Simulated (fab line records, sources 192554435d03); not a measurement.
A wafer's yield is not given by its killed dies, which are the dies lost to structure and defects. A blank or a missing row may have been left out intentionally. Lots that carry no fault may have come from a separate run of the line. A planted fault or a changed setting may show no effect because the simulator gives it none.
fab line records -- flow n5Finfet
record lots=7, wafers=19, lastDay=19
route steps=1938 shown TV_LITHO@1876 TV_OPEN@1887 PASSIVATION@1936
lots that met no fault: from a run of the same line without faults
startH: hours from the record's first day to the start of the lot's first wafer shown -- waitH: time in hours since the lot's previous step -- " identical to the entry in the row above -- L1.1+2: a row that stands for several wafers -- - no value, or no start given -- * or withheld: withheld -- < > ~ a bound
route shown NAME@n: NAME is a module with steps in the file, n the number in the route of the first one -- usual: average and standard deviation across the fault-free wafers -- same: alike in all rows -- chamber/n: place in a boat -- sites: per-site readings -- _std_site: standard deviation across them -- _edge_site: outer sites' mean less inner sites' -- radiusMm: how far each site lies from the wafer's centre -- mask NAME#n: copy n -- behind: tool/chamber where the wafer was last shaped -- hold: why the lot went on hold/how many hours it stayed there/how the hold came to an end -- device: the transistor (n, p or np) that didn't switch -- end of line: tests run on the same wafers once the route is complete -- for a step that has no rows: nothing shown but its recipe -- killed: the dies lost at the first sort to structure and to defects; this is not the yield of the wafer -- map: per-die view of a wafer (x killed, . not killed, _ where there is no die)
set.NAME: the setting as run; set.NAME@STEP: as run at that earlier step -- model.NAME: the simulator's own value behind a step, which no gauge read
lots at selected steps of the route; one table per step, one row per wafer
services: when a tool's chamber went out of use (startH, in hours from the record's first day, below 0 if earlier), for how many hours, and the reason
## steps
# step N5_PASSIVATION_COAT_04
# recipe spinRpm=*, resistThkNm=*
# step N5_PASSIVATION_EBR_06
# recipe solvent=PGMEA, ebrWidthMm=1.5
# step N5_PASSIVATION_SOFTBAKE_05
# recipe tempC=100, timeS=90
# step N5_PASSIVATION_EXPOSE_07
# recipe maskId=TV, na=0.55, sourceShape=conventional, sigmaOuter=0.8, polarization=unpolarized, defocusNm=0, targetCdNm=3000, doseMj=22.75
# step N5_PASSIVATION_PEB_08
# recipe pebTempC=withheld, pebTimeS=*
# step N5_PASSIVATION_DEVELOP_09
# recipe developTimeS=60, rinseLiquid=diw, dry=airSpin, devTempC=21
# step N5_PASSIVATION_HARDBAKE_11
# recipe tempC=130, timeS=120
# step N5_PASSIVATION_CD_MEAS_10
# recipe targetCdNm=3000, landingEnergyEv=500, detector=seInlens
# usual cdNm=3000.3/2.1
lot.wafer,tool,chamber,startH,waitH,cdNm
L405.1,cdSem-01,0,306.67,-,3000.3
L405.2,cdSem-01,0,306.67,-,3001.2
L405.5,cdSem-01,0,306.67,-,3003.1
L410.1,cdSem-02,0,326.56,-,2998.4
L410.2,cdSem-02,0,326.56,-,2999.4
L410.4,cdSem-02,0,326.56,-,3000.9
L412.2,cdSem-03,0,341.47,-,3002.3
L412.5,cdSem-03,0,341.47,-,3002.8
L414.1,cdSem-03,0,361.59,-,3001.0
L414.6,cdSem-03,0,361.59,-,3000.8
L420.2,cdSem-01,0,392.16,-,3000.4
L420.5,cdSem-01,0,392.16,-,3000.3
L420.6,cdSem-01,0,392.16,-,2999.3
L424.4,cdSem-03,0,429.04,-,2997.2
L424.5,cdSem-03,0,429.04,-,3001.0
L424.6,cdSem-03,0,429.04,-,3000.3
L426.2,cdSem-03,0,452.24,-,2996.1
L426.4,cdSem-03,0,452.24,-,2998.0
L426.6,cdSem-03,0,452.24,-,2998.5
# step N5_PASSIVATION_OVL_MEAS_60
# recipe pointsPerWafer=44
# usual TV_OVL=-2/5.8
# same pointsPerWafer=44
lot.wafer,tool,chamber,startH,waitH,TV_OVL[nm]
L405.1,overlay-02,0,306.70,0.0,5
L405.2,overlay-02,0,306.70,0.0,15
L405.5,overlay-02,0,306.70,0.0,2
L410.1,overlay-02,0,326.59,0.0,-10
L410.2,overlay-02,0,326.59,0.0,-9
L410.4,overlay-02,0,326.59,0.0,-6
L412.2,overlay-02,0,341.50,0.0,14
L412.5,overlay-02,0,341.50,0.0,12
L414.1,overlay-01,0,361.62,0.0,-3
L414.6,overlay-01,0,361.62,0.0,-9
L420.2,overlay-01,0,392.19,0.0,5
L420.5,overlay-01,0,392.19,0.0,4
L420.6,overlay-01,0,392.19,0.0,0
L424.4,overlay-02,0,429.07,0.0,-6
L424.5,overlay-02,0,429.07,0.0,3
L424.6,overlay-02,0,429.07,0.0,-3
L426.2,overlay-01,0,452.27,0.0,-5
L426.4,overlay-01,0,452.27,0.0,-9
L426.6,overlay-01,0,452.27,0.0,1
# step N5_PASSIVATION_INSPECT_61
# recipe mode=adi, inspectInstrument=macro
# usual rawDefectCount=2.0/1.3
lot.wafer,tool,chamber,startH,waitH,rawDefectCount
L405.1,defectInspect-02,-,306.73,0.0,3
L405.2,defectInspect-02,-,306.73,0.0,2
L405.5,defectInspect-02,-,306.73,0.0,2
L410.1,defectInspect-01,-,326.61,0.0,3
L410.2,defectInspect-01,-,326.61,0.0,1
L410.4,defectInspect-01,-,326.61,0.0,1
L412.2,defectInspect-02,-,341.52,0.0,3
L412.5,defectInspect-02,-,341.52,0.0,2
L414.1,defectInspect-02,-,361.64,0.0,5
L414.6,defectInspect-02,-,361.64,0.0,2
L420.2,defectInspect-02,-,392.22,0.0,5
L420.5,defectInspect-02,-,392.22,0.0,4
L420.6,defectInspect-02,-,392.22,0.0,3
L424.4,defectInspect-01,-,429.10,0.0,3
L424.5,defectInspect-01,-,429.10,0.0,2
L424.6,defectInspect-01,-,429.10,0.0,1
L426.2,defectInspect-01,-,452.29,0.0,3
L426.4,defectInspect-01,-,452.29,0.0,2
L426.6,defectInspect-01,-,452.29,0.0,3
# step N5_PASSIVATION_DESCUM_12
# recipe chemistry=O2, timeS=7.9, sourcePowerW=50, biasPowerW=20, pressureMtorr=20, rfFrequencyHz=2.712e+07, tempC=40, o2FlowSccm=225
# usual drypumpMotorCurrentA=5.9/0.44, oesProductAu=0.82/0.11, rfVppV=242.8/1.5, showerheadPlenumPTorr=2.07/0.087, throttleValvePct=20.47/0.26
lot.wafer,tool,chamber,startH,waitH,drypumpMotorCurrentA,oesProductAu,rfHoursCounterH,rfVppV,showerheadPlenumPTorr,throttleValvePct
L405.1,rieDiel-06,0,306.76,0.0,6.0,0.90,28,242.7,2.05,20.11
L405.2,rieDiel-06,2,306.76,0.0,5.6,0.70,204,244.2,2.16,20.57
L405.5,rieDiel-06,2,306.76,0.0,5.6,0.69,-,244.1,2.16,20.59
L410.1,rieDiel-01,0,326.69,0.1,5.9,0.70,245,242.9,2.06,20.89
L410.2,rieDiel-01,3,326.69,0.1,6.3,0.98,13,241.8,2.06,20.08
L410.4,rieDiel-01,1,326.69,0.1,5.6,0.99,1,243.0,2.06,20.63
L412.2,rieDiel-01,2,341.70,0.2,5.4,0.74,156,243.2,2.11,20.57
L412.5,rieDiel-01,3,341.70,0.2,6.2,0.97,-,244.1,2.05,20.09
L414.1,rieDiel-01,3,361.73,0.1,6.3,0.94,23,244.0,2.05,20.09
L414.6,rieDiel-01,2,361.73,0.1,5.4,0.72,-,243.0,2.11,20.61
L420.2,rieDiel-06,2,392.28,0.1,5.6,0.68,229,243.6,2.15,20.61
L420.5,rieDiel-06,0,392.28,0.1,6.0,0.85,-,241.8,2.04,20.14
L420.6,rieDiel-06,3,392.28,0.1,6.7,0.91,-,244.6,2.22,20.31
L424.4,rieDiel-01,2,429.16,0.1,5.4,0.71,-,243.2,2.10,20.64
L424.5,rieDiel-01,3,429.16,0.1,6.3,0.91,-,243.7,2.04,20.14
L424.6,rieDiel-01,1,429.16,0.1,5.5,0.90,-,243.6,2.05,20.67
L426.2,rieDiel-01,1,452.33,0.0,5.5,0.87,39,243.5,2.04,20.67
L426.4,rieDiel-01,0,452.33,0.0,5.9,0.89,20,242.4,2.05,20.44
L426.6,rieDiel-01,0,452.33,0.0,5.9,0.89,-,242.7,2.05,20.44
# step N5_PASSIVATION_PASS_ETCH_74
# recipe chemistry=CF4/O2, target=SiNx, targetDepthA=2200, timeS=110, ionEnergyEv=100, pressureMtorr=40, sourceW=535, biasW=49, Ar_flow_sccm=100, cf4FlowSccm=100, O2_flow_sccm=10
# usual drypumpMotorCurrentA=5.9/0.44, oes_o_777_au=0.82/0.1, oesProductAu=0.81/0.11, rfVppV=241.9/3, showerheadPlenumPTorr=2.18/0.084, throttleValvePct=15.99/0.27
lot.wafer,tool,chamber,startH,waitH,drypumpMotorCurrentA,oes_o_777_au,oesProductAu,rfHoursCounterH,rfVppV,showerheadPlenumPTorr,throttleValvePct
L405.1,rieDiel-06,0,306.83,0.0,6.0,0.90,0.91,28,240.3,2.16,15.63
L405.2,rieDiel-06,2,306.83,0.0,5.6,0.69,0.69,204,244.1,2.28,16.17
L405.5,rieDiel-06,2,306.83,0.0,5.6,0.69,0.70,-,245.6,2.28,16.17
L410.1,rieDiel-01,0,326.76,0.0,5.9,0.67,0.70,245,243.6,2.18,16.50
L410.2,rieDiel-01,3,326.76,0.0,6.3,0.96,0.98,13,237.6,2.17,15.64
L410.4,rieDiel-01,1,326.76,0.0,5.6,0.97,0.99,1,244.0,2.17,16.13
L412.2,rieDiel-01,2,341.77,0.0,5.4,0.75,0.72,156,244.0,2.21,16.06
L412.5,rieDiel-01,3,341.77,0.0,6.3,0.95,0.97,-,236.9,2.17,15.66
L414.1,rieDiel-01,3,361.80,0.0,6.3,0.93,0.94,23,235.8,2.16,15.65
L414.6,rieDiel-01,2,361.80,0.0,5.4,0.75,0.72,-,243.2,2.21,16.06
L420.2,rieDiel-06,2,392.35,0.0,5.6,0.67,0.67,229,244.4,2.27,16.21
L420.5,rieDiel-06,0,392.35,0.0,6.0,0.86,0.87,-,241.1,2.15,15.70
L420.6,rieDiel-06,3,392.35,0.0,6.7,0.91,0.91,-,243.1,2.32,15.80
L424.4,rieDiel-01,2,429.24,0.0,5.4,0.73,0.71,-,243.9,2.20,16.11
L424.5,rieDiel-01,3,429.24,0.0,6.3,0.90,0.90,-,235.1,2.16,15.73
L424.6,rieDiel-01,1,429.24,0.0,5.6,0.88,0.90,-,243.8,2.16,16.19
L426.2,rieDiel-01,1,452.39,0.0,5.5,0.87,0.88,39,243.3,2.16,16.20
L426.4,rieDiel-01,0,452.39,0.0,5.9,0.85,0.88,20,243.8,2.17,16.01
L426.6,rieDiel-01,0,452.39,0.0,5.9,0.85,0.87,-,243.1,2.17,16.01
# step N5_PASSIVATION_VIA_ETCH_13
# recipe chemistry=CHF3/O2, target=SiO2, targetDepthA=6600, CHF3_flow_sccm=50, O2_flow_sccm=5, Ar_flow_sccm=200, timeS=330, maskMaterial=PR, pressureMtorr=30, sourceW=650, biasW=170, ionEnergyEv=200, ends=cleared
# usual drypumpMotorCurrentA=5.9/0.43, etchRfOnTimeS=236/5.1, oes_o_777_au=0.82/0.1, oesProductAu=0.74/0.097, rfVppV=526/6, showerheadPlenumPTorr=2.38/0.091, throttleValvePct=18.87/0.25
lot.wafer,tool,chamber,startH,waitH,drypumpMotorCurrentA,etchRfOnTimeS,oes_o_777_au,oesProductAu,rfHoursCounterH,rfVppV,showerheadPlenumPTorr,throttleValvePct
L405.1,rieDiel-06,0,306.92,0.0,6.0,230,0.93,0.82,28,524,2.35,18.49
L405.2,rieDiel-06,2,306.92,0.0,5.6,246,0.70,0.63,204,530,2.47,18.95
L405.5,rieDiel-06,2,306.92,0.0,5.6,244,0.71,0.63,-,531,2.47,18.94
L410.1,rieDiel-01,0,326.85,0.0,5.9,294,0.69,0.56,245,528,2.36,19.26
L410.2,rieDiel-01,3,326.85,0.0,6.3,236,0.97,0.87,13,514,2.37,18.57
L410.4,rieDiel-01,1,326.85,0.0,5.5,234,0.98,0.89,1,529,2.37,19.04
L412.2,rieDiel-01,2,341.86,0.0,5.4,237,0.74,0.66,156,529,2.41,18.95
L412.5,rieDiel-01,3,341.86,0.0,6.3,287,0.95,0.77,-,515,2.37,18.54
L414.1,rieDiel-01,3,361.89,0.0,6.3,280,0.93,0.76,23,515,2.37,18.55
L414.6,rieDiel-01,2,361.89,0.0,5.4,240,0.74,0.65,-,531,2.41,18.94
L420.2,rieDiel-06,2,392.44,0.0,5.6,244,0.68,0.61,229,531,2.46,18.99
L420.5,rieDiel-06,0,392.44,0.0,6.0,236,0.88,0.78,-,523,2.34,18.52
L420.6,rieDiel-06,3,392.44,0.0,6.6,237,0.91,0.82,-,529,2.53,18.67
L424.4,rieDiel-01,2,429.38,0.1,5.4,241,0.72,0.63,-,530,2.40,19.00
L424.5,rieDiel-01,3,429.38,0.1,6.3,233,0.90,0.81,-,514,2.36,18.60
L424.6,rieDiel-01,1,429.38,0.1,5.5,230,0.88,0.80,-,530,2.36,19.09
L426.2,rieDiel-01,1,452.48,0.0,5.6,229,0.87,0.80,39,529,2.35,19.11
L426.4,rieDiel-01,0,452.48,0.0,5.9,240,0.87,0.79,20,529,2.35,18.84
L426.6,rieDiel-01,0,452.48,0.0,5.9,241,0.86,0.79,-,529,2.35,18.83
# step N5_PASSIVATION_STRIP_14
# recipe chemistry=O2, powerW=600, tempC=60, pressureMtorr=30, rfFrequencyHz=6e+07, biasPowerW=0, overashFraction=0.5, o2FlowSccm=225
# usual drypumpMotorCurrentA=5.9/0.44, oesProductAu=0.82/0.11, rfVppV=3.5/0.96, showerheadPlenumPTorr=2.08/0.087, throttleValvePct=16.70/0.25
lot.wafer,tool,chamber,startH,waitH,drypumpMotorCurrentA,oesProductAu,rfHoursCounterH,rfVppV,showerheadPlenumPTorr,throttleValvePct
L405.1,rieDiel-06,0,307.12,0.1,6.0,0.90,28,2.4,2.06,16.31
L405.2,rieDiel-06,2,307.12,0.1,5.6,0.69,204,4.3,2.16,16.78
L405.5,rieDiel-06,2,307.12,0.1,5.6,0.70,-,3.9,2.16,16.80
L410.1,rieDiel-01,0,327.05,0.1,5.9,0.70,245,2.9,2.06,17.13
L410.2,rieDiel-01,3,327.05,0.1,6.3,0.98,13,3.6,2.06,16.33
L410.4,rieDiel-01,1,327.05,0.1,5.5,1.01,1,5.3,2.06,16.82
L412.2,rieDiel-01,2,342.05,0.1,5.4,0.74,156,2.0,2.12,16.82
L412.5,rieDiel-01,3,342.05,0.1,6.3,0.95,-,4.5,2.06,16.37
L414.1,rieDiel-01,3,362.09,0.1,6.3,0.95,23,3.7,2.06,16.37
L414.6,rieDiel-01,2,362.09,0.1,5.4,0.73,-,3.3,2.11,16.84
L420.2,rieDiel-06,2,392.64,0.1,5.6,0.69,229,3.3,2.16,16.86
L420.5,rieDiel-06,0,392.64,0.1,6.0,0.87,-,3.1,2.05,16.37
L420.6,rieDiel-06,3,392.64,0.1,6.6,0.92,-,2.7,2.22,16.52
L424.4,rieDiel-01,2,429.50,0.0,5.4,0.71,-,2.7,2.11,16.87
L424.5,rieDiel-01,3,429.50,0.0,6.3,0.89,-,4.5,2.05,16.40
L424.6,rieDiel-01,1,429.50,0.0,5.5,0.89,-,3.0,2.05,16.86
L426.2,rieDiel-01,1,452.68,0.1,5.6,0.89,39,4.2,2.05,16.86
L426.4,rieDiel-01,0,452.68,0.1,5.9,0.89,20,1.2,2.05,16.63
L426.6,rieDiel-01,0,452.68,0.1,5.9,0.89,-,2.7,2.05,16.65
# step N5_PASSIVATION_PROBE_49
# usual defectLimitedYield=91.3/1.3, killed_at_M0_to_M3=34/9.1, killed_at_M4_up=14/5.6, killedAtContacts=13/5.9, killedAtFrontEnd=39/11, killedAtOther=3.6/3, killedDies=102/16, killedOpen=68/12, killedShort=33/7.3, sort_bin_5_function=5.2/0.89, sort_bin_6_memory=3.2/0.68, sortNPass=1078/16, sortYieldPct=91.3/1.3
# same grossDies=1180, killedAtBackSide=0, sort_bin_4_leakage[%]=0, sort_bin_8_speed[%]=0
lot.wafer,tool,chamber,startH,waitH,defectLimitedYield[%],killed_at_M0_to_M3,killed_at_M4_up,killedAtContacts,killedAtFrontEnd,killedAtOther,killedDies,killedOpen,killedShort,sort_bin_5_function[%],sort_bin_6_memory[%],sortNPass,sortYieldPct[%]
L405.1,prober-02,-,313.42,0.0,90.8,51,11,9,31,6,108,66,40,5.4,3.6,1072,90.8
L405.2,prober-02,-,313.47,0.1,91.4,33,7,10,48,4,102,66,36,5.1,3.2,1078,91.4
L405.5,prober-02,-,313.62,0.2,93.1,32,8,10,29,2,81,52,28,4.1,2.5,1099,93.1
L424.4,prober-02,-,436.34,0.2,91.5,33,8,28,28,3,100,65,34,5.7,2.6,1080,91.5
L424.5,prober-02,-,436.39,0.2,92.6,18,8,15,41,5,87,56,30,4.3,2.9,1093,92.6
L424.6,prober-02,-,436.44,0.3,91.4,20,30,21,28,3,102,76,26,5.8,2.7,1078,91.4
# killed by level:class
L405.1 BEOL_M2:geometricParticle:open=14 BEOL_M3:geometricParticle:open=10 MOL_CONTACT_COAG:geometricParticle:open=6 GATE_CUT:geometricParticle:short=6 BEOL_M1:geometricParticle:open=6 BEOL_M4:geometricParticle:open=6 BEOL_M2:geometricParticle:short=5 FIN_SAQP:geometricParticle:open=4
L405.2 STI_FIN_REVEAL:geometricParticle:open=20 GATE_CUT:geometricParticle:short=8 BEOL_M3:geometricParticle:open=8 MOL_CONTACT_COAG:geometricParticle:open=7 BEOL_M2:geometricParticle:open=7 FIN_SAQP:geometricParticle:open=6 FIN_SAQP:geometricParticle:short=5 BEOL_M0_SAQP:geometricParticle:short=5
L405.5 MOL_CONTACT_COAG:geometricParticle:open=8 STI_FIN_REVEAL:geometricParticle:open=7 BEOL_M2:geometricParticle:open=7 BEOL_M0_SAQP:geometricParticle:open=6 GATE_CUT:geometricParticle:short=5 BEOL_M1:geometricParticle:short=5 BEOL_M3:geometricParticle:open=5 FIN_SAQP:geometricParticle:short=3
L424.4 MOL_CONTACT_COAG:geometricParticle:open=21 BEOL_M1:geometricParticle:open=8 FIN_SAQP:geometricParticle:open=7 MOL_CONTACT_COAG:geometricParticle:short=7 BEOL_M0_SAQP:geometricParticle:short=7 FIN_SAQP:geometricParticle:short=5 STI_FIN_REVEAL:geometricParticle:open=5 BEOL_M0_SAQP:geometricParticle:open=5
L424.5 STI_FIN_REVEAL:geometricParticle:open=12 MOL_CONTACT_COAG:geometricParticle:open=11 FIN_SAQP:geometricParticle:short=9 STARTING-WAFER:geometricParticle:open=6 BEOL_M3:geometricParticle:open=5 FIN_SAQP:geometricParticle:open=4 MOL_CONTACT_COAG:geometricParticle:short=4 STI_FIN_REVEAL:geometricParticle:short=3
L424.6 MOL_CONTACT_COAG:geometricParticle:open=19 BEOL_M4:geometricParticle:open=18 BEOL_M0:geometricParticle:open=6 FIN_SAQP:geometricParticle:open=5 BEOL_M5:geometricParticle:open=5 FIN_SAQP:geometricParticle:short=4 GATE_CUT:geometricParticle:short=4 BEOL_M1:geometricParticle:open=4
## services
tool,chamber,startH,hours,kind
rieDiel-01,1,305.06,-,clean
rieDiel-01,1,305.06,-,consumableReplace:focusRing
rieDiel-01,1,305.06,19.5,scheduledDown
rieDiel-01,1,305.06,19.5,ventCycle
rieDiel-01,1,329.54,2.5,repair
rieDiel-01,-,345.20,2.8,pm
rieDiel-01,0,351.30,-,clean
rieDiel-01,0,351.30,-,consumableReplace:focusRing
rieDiel-01,0,351.30,10.8,scheduledDown
rieDiel-01,0,351.30,10.8,ventCycle
rieDiel-01,0,408.56,21.0,repair
rieDiel-06,0,442.75,2.5,repair
## key
firstSign step=N5_PASSIVATION_VIA_ETCH_13, reading=etchRfOnTimeS, direction=up, sigmas=10, usual=*, struck=*
effect none on later readings
metAt N5_PASSIVATION_VIA_ETCH_13
struckWafers L410.1,L412.5,L414.1
baselineLoss step=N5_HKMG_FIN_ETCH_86, wafers=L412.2
fault kind=processParameterDrift, tool=rieDiel-01, chamber=-, onsetH=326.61, steps=N5_PASSIVATION_VIA_ETCH_13, channel=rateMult, offset=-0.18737, shape=step, endH=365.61, scope=struckWafersOnly
# baselineLoss: these wafers lose ten dies or more at that step, a loss of the line's own and not of a fault; the sort's usual values leave them out
